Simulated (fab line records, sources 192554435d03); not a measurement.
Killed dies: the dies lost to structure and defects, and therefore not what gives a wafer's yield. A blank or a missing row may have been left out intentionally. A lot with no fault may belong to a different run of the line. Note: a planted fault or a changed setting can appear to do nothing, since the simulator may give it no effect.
Chamber matching || flow n5Finfet || 4 sister chambers for N5_BEOL_M6_ETCH_65 on rieDiel-04
The step etches SiARC in CF4, target depth 15.6 nm, time 26 s. 4 wafers are shown with their chamber, then 8 later ones without.

## WAFERS PAIRED WITH THEIR CHAMBERS
{"wafer": "L087.6", "chamber": 0, "drypumpMotorCurrentA (A)": 6.4}
{"wafer": "L093.2", "chamber": 2, "drypumpMotorCurrentA (A)": 5.5}
{"wafer": "L093.5", "chamber": 3, "drypumpMotorCurrentA (A)": 5.7}
{"wafer": "L092.2", "chamber": 1, "drypumpMotorCurrentA (A)": 6.1}

## WAFERS WITH NO CHAMBER GIVEN
{"wafer": "L092.4", "drypumpMotorCurrentA (A)": 5.5}
{"wafer": "L092.6", "drypumpMotorCurrentA (A)": 6.4}
{"wafer": "L094.1", "drypumpMotorCurrentA (A)": 5.7}
{"wafer": "L094.2", "drypumpMotorCurrentA (A)": 6.4}
{"wafer": "L094.6", "drypumpMotorCurrentA (A)": 6.4}
{"wafer": "L097.2", "drypumpMotorCurrentA (A)": 6.1}
{"wafer": "L097.4", "drypumpMotorCurrentA (A)": 5.6}
{"wafer": "L097.6", "drypumpMotorCurrentA (A)": 5.7}

## EACH ONE'S CHAMBER
{"wafer": "L092.4", "from the rows above": 2, "in truth": 2}
{"wafer": "L092.6", "from the rows above": 0, "in truth": 0}
{"wafer": "L094.1", "from the rows above": 3, "in truth": 3}
{"wafer": "L094.2", "from the rows above": 0, "in truth": 0}
{"wafer": "L094.6", "from the rows above": 0, "in truth": 0}
{"wafer": "L097.2", "from the rows above": 1, "in truth": 1}
{"wafer": "L097.4", "from the rows above": "can't be placed: 2 or 3", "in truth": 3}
{"wafer": "L097.6", "from the rows above": 3, "in truth": 3}
Correctly placed: 7 of 8. These rows do not allow placing 1 (true chamber among the candidates in 1). Wrongly placed: 0.
How it was worked out, from the rows above alone: a wafer's distance from a chamber is the root of the sum, over the readings, of the square of ((its reading less the chamber's mean) divided by the reading's scatter). If the next closest chamber is less than 2 further off than the closest, the wafer can't be placed; otherwise it belongs to the closest. A chamber's mean is the mean of its shown wafers. The scatter (one wafer shown for each chamber): square how far every hidden wafer sits from the nearest shown wafer, average those squares and take the square root.
